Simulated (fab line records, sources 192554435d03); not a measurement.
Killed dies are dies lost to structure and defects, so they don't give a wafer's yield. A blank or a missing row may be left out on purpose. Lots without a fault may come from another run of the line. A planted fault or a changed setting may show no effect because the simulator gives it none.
fab line records | flow n5_finfet
record lots=7 wafers=19 last_day=18
route steps=1938 shown BEOL_M4@1048 PASSIVATION@1936
lots that met no fault: from a run of the same line without faults
start_h: hours from the record's first day to the start of the lot's first wafer shown | wait_h: hours since the lot's step before | " the same as in the row above | L1.1+2: a row that stands for several wafers | - no value, or no start given | * or withheld: withheld | < > ~ a bound
route shown NAME@n: a module of which the file shows steps, and the number in the route of the first | usual: mean/standard deviation of fault-free wafers | same: alike in all rows | chamber/n: place in a boat | sites: the reading at each site | _std_site: their standard deviation | _edge_site: outer sites' mean less inner sites' | radius_mm: how far each site lies from the wafer's centre | mask NAME#n: copy n | behind: the tool/chamber that last shaped the wafer | hold: why the lot was held/for how many hours/how that ended | device: the transistor (n, p or np) that didn't switch | end of line: the same wafers' tests at the end of the route | a step without rows: its recipe alone | killed: dies lost to structure and defects at the first sort, not the wafer's yield | map: a wafer's dies, x killed, . not, _ none there
set.NAME: the setting as run; set.NAME@STEP: as run at that earlier step | model.NAME: the simulator's own value behind a step, which no gauge read
lots at some steps of the route; a table a step, a row a wafer
services: from which hour (start_h, from the record's first day; less than 0 if before it) a tool's chamber was out of use, for how many hours, and why
## steps
# step N5_BEOL_M4_COAT_68
# recipe resist=SiARC temp_c=220 time_s=60 spin_rpm=1500 resist_thk_nm=12
# step N5_BEOL_M4_COAT_76
# recipe resist=underlayer temp_c=205 time_s=60 spin_rpm=1500 resist_thk_nm=5
# step N5_BEOL_M4_COAT_22
# recipe resist=CAR-EUV spin_rpm=1500 resist_thk_nm=30
# step N5_BEOL_M4_EBR_24
# recipe solvent=PGMEA ebr_width_mm=1.5
# step N5_BEOL_M4_SOFTBAKE_23
# recipe temp_c=110 time_s=60 resist=CAR-EUV
# step N5_BEOL_M4_EXPOSE_25
# recipe mask_id=V3 na=0.33 source_shape=quasar sigma_inner=0.2 sigma_outer=0.8 polarization=unpolarized defocus_nm=5 dose_mj=63
# step N5_BEOL_M4_PEB_26
# recipe peb_temp_c=100 peb_time_s=60 resist=CAR-EUV
# step N5_BEOL_M4_DEVELOP_27
# recipe develop_time_s=30 developer=TMAH resist=CAR-EUV rinse_liquid=surfactant_rinse dry=air_spin dev_temp_c=23
# step N5_BEOL_M4_CD_MEAS_28
# recipe target_cd_nm=26.2 landing_energy_ev=500 detector=se_inlens target_cd_y_nm=24.1 polarity=opening
# usual cd_nm=26.22/0.26
# columns lot.wafer tool chamber start_h wait_h cd_nm
L581.2 cd_sem-03 0 171.28 - 26.30
L581.3 " 0 " " 26.27
L581.5 " 0 " " 26.61
L584.2 cd_sem-02 0 207.43 - 26.58
L584.5 " 0 " " 26.46
L590.4 cd_sem-03 0 242.06 - 26.41
L590.5 " 0 " " 26.51
L591.2 cd_sem-02 0 245.03 - 25.52
L591.5 " 0 " " 26.32
L591.6 " 0 " " 26.06
L594.1 cd_sem-03 0 259.38 - 26.12
L594.2 " 0 " " 26.25
L594.5 " 0 " " 26.31
L599.1 cd_sem-01 0 283.30 - 26.22
L599.5 " 0 " " 26.20
L599.6 " 0 " " 26.13
L600.1 cd_sem-01 0 295.96 - 25.93
L600.2 " 0 " " 26.44
L600.4 " 0 " " 26.06
# step N5_BEOL_M4_OVL_MEAS_29
# recipe points_per_wafer=522
# usual V3_OVL=-0.1/0.64
# columns lot.wafer tool chamber start_h wait_h V3_OVL[nm]
L581.2 overlay-01 0 171.32 0.0 -0.7
L581.3 " 0 " " -0.4
L581.5 " 0 " " -0.5
L584.2 overlay-01 0 207.47 0.0 -0.7
L584.5 " 0 " " 0.5
L590.4 overlay-02 0 242.10 0.0 0.4
L590.5 " 0 " " 0.0
L591.2 overlay-01 0 245.07 0.0 0.2
L591.5 " 0 " " -0.2
L591.6 " 0 " " 0.5
L594.1 overlay-01 0 259.41 0.0 0.1
L594.2 " 0 " " -0.4
L594.5 " 0 " " 1.1
L599.1 overlay-01 0 283.33 0.0 0.5
L599.5 " 0 " " 0.6
L599.6 " 0 " " -0.4
L600.1 overlay-02 0 295.99 0.0 -0.1
L600.2 " 0 " " -0.7
L600.4 " 0 " " 0.1
# step N5_BEOL_M4_INSPECT_30
# recipe mode=adi inspect_instrument=brightfield
# usual raw_defect_count=403/99
# columns lot.wafer tool chamber start_h wait_h raw_defect_count
L581.2 defect_inspect-01 - 171.37 0.0 297
L581.3 " - " " 371
L581.5 " - " " 374
L584.2 defect_inspect-01 - 207.52 0.0 541
L584.5 " - " " 543
L590.4 defect_inspect-02 - 242.14 0.0 286
L590.5 " - " " 332
L591.2 defect_inspect-02 - 245.12 0.0 421
L591.5 " - " " 447
L591.6 " - " " 431
L594.1 defect_inspect-01 - 259.47 0.1 226
L594.2 " - " " 317
L594.5 " - " " 360
L599.1 defect_inspect-01 - 283.39 0.1 324
L599.5 " - " " 341
L599.6 " - " " 295
L600.1 defect_inspect-02 - 296.05 0.1 482
L600.2 " - " " 405
L600.4 " - " " 529
# step N5_BEOL_M4_DESCUM_33
# recipe chemistry=O2 time_s=7 source_power_w=50 bias_power_w=20 pressure_mtorr=20 rf_frequency_hz=2.712e+07 temp_c=40 resist=CAR-EUV o2_flow_sccm=225
# usual drypump_motor_current_A=5.6/0.39 oes_product_au=0.80/0.081 rf_vpp_V=243.5/1.3 showerhead_plenum_p_Torr=2.11/0.064 throttle_valve_pct=20.30/0.18
# columns lot.wafer tool chamber start_h wait_h drypump_motor_current_A oes_product_au rf_hours_counter_h rf_vpp_V showerhead_plenum_p_Torr throttle_valve_pct
L581.2 rie_diel-02 1 171.41 0.0 5.4 0.96 3 244.7 2.12 20.21
L581.3 " 2 " " 6.6 0.76 153 241.6 2.02 20.41
L581.5 " 1 " " 5.4 0.96 - 245.1 2.12 20.22
L584.2 rie_diel-02 2 207.76 0.2 6.5 0.76 164 241.7 2.02 20.42
L584.5 " 2 " " 6.6 0.75 - 242.5 2.02 20.43
L590.4 rie_diel-02 0 242.17 0.0 5.4 0.78 135 242.7 2.10 20.24
L590.5 " 1 " " 5.4 0.89 - 244.9 2.11 20.24
L591.2 rie_diel-02 2 245.16 0.0 6.6 0.75 177 241.7 2.01 20.46
L591.5 " 0 " " 5.4 0.78 - 245.2 2.10 20.24
L591.6 " 1 " " 5.4 0.89 - 243.7 2.11 20.26
L594.1 rie_diel-04 0 259.50 0.0 5.9 0.75 200 242.6 2.08 20.35
L594.2 " 3 " " 5.0 0.86 65 245.0 2.22 20.25
L594.5 " 1 " " 5.4 0.86 - 242.5 2.05 20.03
L599.1 rie_diel-05 1 283.43 0.0 5.4 0.90 32 242.6 2.05 20.38
L599.5 " 1 " " 5.4 0.90 - 242.8 2.05 20.40
L599.6 " 0 " " 5.5 0.82 - 245.6 2.20 20.34
L600.1 rie_diel-05 0 296.31 0.3 5.6 0.81 90 244.6 2.20 20.36
L600.2 " 2 " " 5.8 0.67 236 244.2 2.14 20.00
L600.4 " 3 " " 5.7 0.67 247 241.9 2.08 20.48
# step N5_BEOL_M4_ETCH_77
# recipe chemistry=N2/H2 target=underlayer target_depth_a=65 mask_material=CAR-EUV time_s=5.2 ion_energy_ev=200 pressure_mtorr=30 source_w=840 bias_w=150 n2_flow_sccm=200 h2_flow_sccm=200 ends=cleared
# usual drypump_motor_current_A=5.6/0.39 etch_rf_on_time_s=5.21/0.09 h2_flow_sccm=199.9/0.62 oes_product_au=0.68/0.069 rf_vpp_V=524.3/2.7 showerhead_plenum_p_Torr=2.56/0.085 throttle_valve_pct=17.76/0.19
# columns lot.wafer tool chamber start_h wait_h drypump_motor_current_A etch_rf_on_time_s h2_flow_sccm oes_product_au rf_hours_counter_h rf_vpp_V showerhead_plenum_p_Torr throttle_valve_pct
L581.2 rie_diel-02 1 171.44 0.0 5.4 5.16 199.5 0.80 3 527.5 2.62 17.86
L581.3 " 2 " " 6.6 5.17 200.1 0.65 153 522.2 2.43 17.75
L581.5 " 1 " " 5.4 5.16 200.6 0.80 - 524.8 2.62 17.85
L584.2 rie_diel-02 2 207.79 0.0 6.6 5.24 199.2 0.63 164 519.7 2.42 17.77
L584.5 " 2 " " 6.6 6.99 199.5 0.55 - 518.7 2.42 17.74
L590.4 rie_diel-02 0 242.21 0.0 5.3 5.25 200.5 0.65 135 524.4 2.55 17.66
L590.5 " 1 " " 5.4 6.96 200.6 0.64 - 525.9 2.61 17.88
L591.2 rie_diel-02 2 245.19 0.0 6.6 5.23 200.3 0.61 177 518.6 2.42 17.76
L591.5 " 0 " " 5.4 7.11 200.1 0.56 - 523.8 2.55 17.64
L591.6 " 1 " " 5.4 5.17 200.3 0.75 - 525.6 2.61 17.90
L594.1 rie_diel-04 0 259.54 0.0 5.9 5.32 199.9 0.62 200 523.2 2.53 17.77
L594.2 " 3 " " 5.0 5.05 198.7 0.73 65 526.2 2.69 17.71
L594.5 " 1 " " 5.4 5.25 200.7 0.73 - 522.1 2.50 17.63
L599.1 rie_diel-05 1 283.46 0.0 5.4 5.00 199.6 0.78 32 521.9 2.50 17.85
L599.5 " 1 " " 5.4 5.08 200.8 0.76 - 521.2 2.50 17.85
L599.6 " 0 " " 5.6 5.31 199.8 0.68 - 525.7 2.69 17.88
L600.1 rie_diel-05 0 296.35 0.0 5.6 5.23 199.3 0.68 90 528.6 2.69 17.89
L600.2 " 2 " " 5.8 5.20 199.7 0.57 236 528.3 2.61 17.46
L600.4 " 3 " " 5.7 5.30 199.8 0.56 247 522.6 2.48 17.68
# step N5_BEOL_M4_ETCH_69
# recipe chemistry=CF4 target=SiARC target_depth_a=156 mask_material=CAR-EUV time_s=26 ion_energy_ev=80 pressure_mtorr=40 source_w=545 bias_w=36 Ar_flow_sccm=100 cf4_flow_sccm=100 ends=cleared
# usual drypump_motor_current_A=5.6/0.39 etch_rf_on_time_s=26.0/0.47 mfc_ar_sccm=99.98/0.29 oes_product_au=0.69/0.07 rf_vpp_V=184.2/1.2 showerhead_plenum_p_Torr=2.15/0.066 throttle_valve_pct=15.49/0.19
# columns lot.wafer tool chamber start_h wait_h drypump_motor_current_A etch_rf_on_time_s mfc_ar_sccm oes_product_au rf_hours_counter_h rf_vpp_V showerhead_plenum_p_Torr throttle_valve_pct
L581.2 rie_diel-02 1 171.46 0.0 5.4 25.9 99.78 0.80 3 185.0 2.20 15.52
L581.3 " 2 " " 6.6 26.3 99.92 0.65 153 183.1 2.05 15.52
L581.5 " 1 " " 5.4 25.8 100.36 0.81 - 185.6 2.20 15.52
L584.2 rie_diel-02 2 207.81 0.0 6.6 26.2 100.23 0.63 164 184.7 2.05 15.51
L584.5 " 2 " " 6.6 26.6 100.10 0.63 - 181.4 2.05 15.54
L590.4 rie_diel-02 0 242.23 0.0 5.4 26.2 99.73 0.66 135 184.7 2.15 15.46
L590.5 " 1 " " 5.4 25.8 99.70 0.75 - 184.4 2.19 15.58
L591.2 rie_diel-02 2 245.21 0.0 6.6 26.5 99.57 0.63 177 183.2 2.05 15.54
L591.5 " 0 " " 5.4 26.1 100.45 0.66 - 183.1 2.15 15.47
L591.6 " 1 " " 5.3 25.8 99.69 0.75 - 186.4 2.19 15.59
L594.1 rie_diel-04 0 259.56 0.0 5.9 26.4 100.21 0.62 201 184.3 2.12 15.57
L594.2 " 3 " " 5.0 25.7 100.11 0.74 65 185.9 2.25 15.30
L594.5 " 1 " " 5.4 26.3 99.97 0.74 - 183.7 2.08 15.08
L599.1 rie_diel-05 1 283.48 0.0 5.4 25.0 99.66 0.77 32 184.0 2.10 15.48
L599.5 " 1 " " 5.4 25.1 100.16 0.78 - 182.5 2.10 15.50
L599.6 " 0 " " 5.6 26.2 100.03 0.69 - 184.8 2.25 15.55
L600.1 rie_diel-05 0 296.36 0.0 5.5 26.3 99.87 0.69 90 185.6 2.25 15.56
L600.2 " 2 " " 5.8 25.8 100.09 0.58 236 185.4 2.19 15.40
L600.4 " 3 " " 5.7 26.4 99.58 0.58 247 183.4 2.11 15.66
# step N5_BEOL_M4_RC_MEAS_101
# usual DIBL_N=35.8/1.8 DIBL_P=35.9/2.2 IOFF_N=0.16/0.035 IOFF_P=0.21/0.04 ION_N=672/11 ION_P=461/7.4 SS_N=71.4/0.64 SS_P=73.2/0.67 VT_N=250/3.5 VT_P=-251/3.4
# columns lot.wafer tool chamber start_h wait_h DIBL_N[mV/V] DIBL_P[mV/V] IOFF_N[nA/um] IOFF_P[nA/um] ION_N[uA/um] ION_P[uA/um] SS_N[mV/dec] SS_P[mV/dec] VT_N[mV] VT_P[mV]
L581.2 prober-02 0 183.59 0.2 31.9 29.9 0.10 0.15 648 449 70.3 72.2 257 -255
L581.3 " 0 " " 36.8 36.2 0.18 0.24 679 465 71.6 73.2 249 -249
L581.5 " 0 " " 36.0 36.3 0.17 0.23 674 466 71.3 72.9 249 -247
L584.2 prober-01 0 216.99 0.2 36.7 37.9 0.17 0.19 683 459 72.1 72.5 249 -251
L584.5 " 0 " " 32.6 33.9 0.10 0.14 654 451 70.8 71.8 254 -256
L590.4 prober-02 0 251.51 0.5 35.0 34.2 0.12 0.18 650 452 70.9 73.1 256 -254
L590.5 " 0 " " 33.5 32.6 0.11 0.16 661 454 70.9 72.0 252 -254
L591.2 prober-02 0 256.55 0.2 37.4 38.2 0.18 0.24 683 465 71.2 73.5 249 -246
L591.5 " 0 " " 37.3 36.5 0.17 0.21 670 459 71.1 73.5 251 -250
L591.6 " 0 " " 35.1 35.0 0.13 0.19 676 464 71.3 72.9 254 -250
L594.1 prober-02 0 265.49 0.0 36.0 37.0 0.15 0.20 672 468 71.1 73.3 251 -253
L594.2 " 0 " " 35.8 36.7 0.14 0.20 675 468 70.6 74.0 250 -252
L594.5 " 0 " " 35.9 37.0 0.14 0.20 674 468 71.6 72.6 252 -250
L599.1 prober-01 0 287.79 0.0 30.4 29.3 0.08 0.11 638 447 69.6 72.1 261 -257
L599.5 " 0 " " 33.8 33.5 0.11 0.15 665 456 71.1 73.0 253 -256
L599.6 " 0 " " 38.0 38.3 0.19 0.23 689 467 71.5 74.1 247 -249
L600.1 prober-02 0 308.84 0.0 37.2 35.6 0.16 0.21 680 468 71.4 72.7 250 -251
L600.2 " 0 " " 34.5 31.9 0.12 0.17 660 462 71.7 72.6 254 -253
L600.4 " 0 " " 35.4 33.2 0.13 0.18 665 455 71.1 73.0 253 -253
# step N5_PASSIVATION_PROBE_49
# usual defect_limited_yield=91.0/1.5 killed_at_M0_to_M3=34/9.1 killed_at_M4_up=14/5.7 killed_at_contacts=13/5.7 killed_at_front_end=42/12 killed_at_other=4/3.4 killed_dies=106/17 killed_open=70/13 killed_short=34/7.5 sort_bin_5_function=5.2/0.94 sort_bin_6_memory=3.4/0.69 sort_bin_8_speed=0.00/0.029 sort_n_pass=1074/17 sort_yield_pct=91.0/1.5
# same gross_dies=1180 killed_at_back_side=0 sort_bin_4_leakage[%]=0
# columns lot.wafer tool chamber start_h wait_h defect_limited_yield[%] killed_at_M0_to_M3 killed_at_M4_up killed_at_contacts killed_at_front_end killed_at_other killed_dies killed_open killed_short sort_bin_5_function[%] sort_bin_6_memory[%] sort_bin_8_speed[%] sort_n_pass sort_yield_pct[%]
L581.2 prober-01 - 294.15 0.1 90.4 38 5 19 48 3 113 73 40 5.3 4.0 0 1067 90.4
L581.3 prober-01 - 294.20 0.1 90.8 38 17 13 32 9 109 76 32 4.9 4.2 0 1071 90.8
L581.5 prober-01 - 294.30 0.2 89.1 26 18 34 48 3 129 99 30 6.4 4.2 0 1051 89.1
L584.5 prober-01 - 323.09 0.2 90.5 46 12 16 32 6 112 74 36 6.1 3.1 0 1068 90.5
L590.4 prober-01 - 351.71 0.2 90.5 32 16 16 47 1 112 77 34 5.3 3.9 0 1068 90.5
L590.5 prober-01 - 351.76 0.2 92.9 20 15 10 38 1 84 57 26 4.1 2.8 0 1096 92.9
L591.2 prober-02 - 356.75 0.1 91.4 30 14 9 46 3 102 69 30 5.3 3.0 0 1078 91.4
L591.5 prober-02 - 356.90 0.2 89.1 37 11 15 64 2 129 92 35 5.6 5.0 0 1051 89.1
L591.6 prober-02 - 356.95 0.3 90.2 42 7 20 43 4 116 84 30 5.6 4.1 0 1064 90.2
L594.1 prober-01 - 358.49 0.0 90.1 39 8 15 48 7 117 78 38 6.4 3.1 0 1063 90.1
L594.2 prober-01 - 358.54 0.1 90.3 39 21 6 43 6 115 69 45 6.7 2.8 0 1065 90.3
L594.5 prober-01 - 358.69 0.2 90.2 33 23 20 35 5 116 77 39 6.2 3.5 0 1064 90.2
# killed by level:class
L581.2 MOL_CONTACT_COAG:geometric_particle:open=14 BEOL_M2:geometric_particle:open=13 FIN_SAQP:geometric_particle:open=8 DUMMY_GATE:geometric_particle:open=8 FIN_SAQP:geometric_particle:short=7 STI_FIN_REVEAL:geometric_particle:open=7 BEOL_M0:geometric_particle:open=7 STI_FIN_REVEAL:geometric_particle:short=6
L581.3 MOL_CONTACT_COAG:geometric_particle:open=12 BEOL_M4:geometric_particle:open=9 BEOL_M0_SAQP:geometric_particle:short=8 BEOL_M3:geometric_particle:open=8 DUMMY_GATE:geometric_particle:open=7 BEOL_M0_SAQP:geometric_particle:open=6 BEOL_M2:geometric_particle:open=6 FIN_SAQP:geometric_particle:open=5
L581.5 MOL_CONTACT_COAG:geometric_particle:open=28 STI_FIN_REVEAL:geometric_particle:open=18 FIN_SAQP:geometric_particle:open=11 BEOL_M4:geometric_particle:open=9 FIN_SAQP:geometric_particle:short=8 BEOL_M2:geometric_particle:open=7 MOL_CONTACT_COAG:geometric_particle:short=6 BEOL_M0_SAQP:geometric_particle:open=5
L584.5 MOL_CONTACT_COAG:geometric_particle:open=13 BEOL_M2:geometric_particle:open=12 BEOL_M1:geometric_particle:open=11 BEOL_M0_SAQP:geometric_particle:short=10 BEOL_M4:geometric_particle:open=9 STI_FIN_REVEAL:geometric_particle:open=6 GATE_CUT:geometric_particle:short=5 BEOL_M0_SAQP:geometric_particle:open=4
L590.4 MOL_CONTACT_COAG:geometric_particle:open=14 BEOL_M0_SAQP:geometric_particle:open=12 STI_FIN_REVEAL:geometric_particle:open=11 FIN_SAQP:geometric_particle:open=7 BEOL_M0_SAQP:geometric_particle:short=7 FIN_SAQP:geometric_particle:short=6 GATE_CUT:geometric_particle:short=5 GATE_CUT:geometric_particle:open=5
L590.5 STI_FIN_REVEAL:geometric_particle:open=9 GATE_CUT:geometric_particle:short=9 MOL_CONTACT_COAG:geometric_particle:open=9 BEOL_M3:geometric_particle:open=7 BEOL_M4:geometric_particle:open=6 BEOL_M2:geometric_particle:open=5 FIN_SAQP:geometric_particle:short=4 DUMMY_GATE:geometric_particle:open=4
L591.2 STI_FIN_REVEAL:geometric_particle:open=13 BEOL_M0_SAQP:geometric_particle:open=12 FIN_SAQP:geometric_particle:short=8 MOL_CONTACT_COAG:geometric_particle:open=7 BEOL_M0_SAQP:geometric_particle:short=7 FIN_SAQP:geometric_particle:open=6 BEOL_M1:geometric_particle:open=6 STI_FIN_REVEAL:geometric_particle:short=3
L591.5 STI_FIN_REVEAL:geometric_particle:open=19 FIN_SAQP:geometric_particle:open=17 MOL_CONTACT_COAG:geometric_particle:open=11 BEOL_M1:geometric_particle:open=11 FIN_SAQP:geometric_particle:short=8 BEOL_M3:geometric_particle:open=7 GATE_CUT:geometric_particle:short=6 BEOL_M0_SAQP:geometric_particle:open=6
L591.6 MOL_CONTACT_COAG:geometric_particle:open=17 BEOL_M3:geometric_particle:open=14 FIN_SAQP:geometric_particle:open=10 BEOL_M2:geometric_particle:open=10 FIN_SAQP:geometric_particle:short=8 DUMMY_GATE:geometric_particle:open=7 STI_FIN_REVEAL:geometric_particle:open=5 BEOL_M0_SAQP:geometric_particle:open=5
L594.1 STI_FIN_REVEAL:geometric_particle:open=24 MOL_CONTACT_COAG:geometric_particle:open=13 BEOL_M3:geometric_particle:open=9 FIN_SAQP:geometric_particle:short=7 BEOL_M1:geometric_particle:open=7 BEOL_M3:geometric_particle:short=7 BEOL_M0_SAQP:geometric_particle:open=5 BEOL_M0_SAQP:geometric_particle:short=5
L594.2 FIN_SAQP:geometric_particle:short=13 BEOL_M3:geometric_particle:open=10 BEOL_M3:geometric_particle:short=9 BEOL_M4:geometric_particle:open=9 STI_FIN_REVEAL:geometric_particle:open=8 BEOL_M7:geometric_particle:open=7 MOL_CONTACT_COAG:geometric_particle:open=6 BEOL_M0_SAQP:geometric_particle:short=6
L594.5 MOL_CONTACT_COAG:geometric_particle:open=16 FIN_SAQP:geometric_particle:open=9 FIN_SAQP:geometric_particle:short=9 BEOL_M3:geometric_particle:open=9 BEOL_M1:geometric_particle:open=8 BEOL_M4:geometric_particle:open=7 BEOL_M7:geometric_particle:open=6 BEOL_M0_SAQP:geometric_particle:open=5
## services
# columns tool chamber start_h hours kind
rie_diel-05 1 153.82 - clean
rie_diel-05 1 153.82 - consumable_replace:focus_ring
rie_diel-05 1 153.82 20.4 scheduled_down
rie_diel-05 1 153.82 20.4 vent_cycle
rie_diel-05 3 207.52 3.0 repair
rie_diel-04 2 266.00 8.9 repair
## key
first_sign step=N5_BEOL_M4_ETCH_77 reading=etch_rf_on_time_s direction=up sigmas=20 usual=* struck=*
effect none on later readings
met_at N5_BEOL_M4_ETCH_77
struck_wafers L584.5,L590.5,L591.5
onset_between 171.44 207.79
fault kind=process_parameter_drift tool=rie_diel-02 chamber=- onset_h=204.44 steps=N5_BEOL_M4_ETCH_77 channel=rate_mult offset=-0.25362 shape=step end_h=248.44 scope=struck_wafers_only
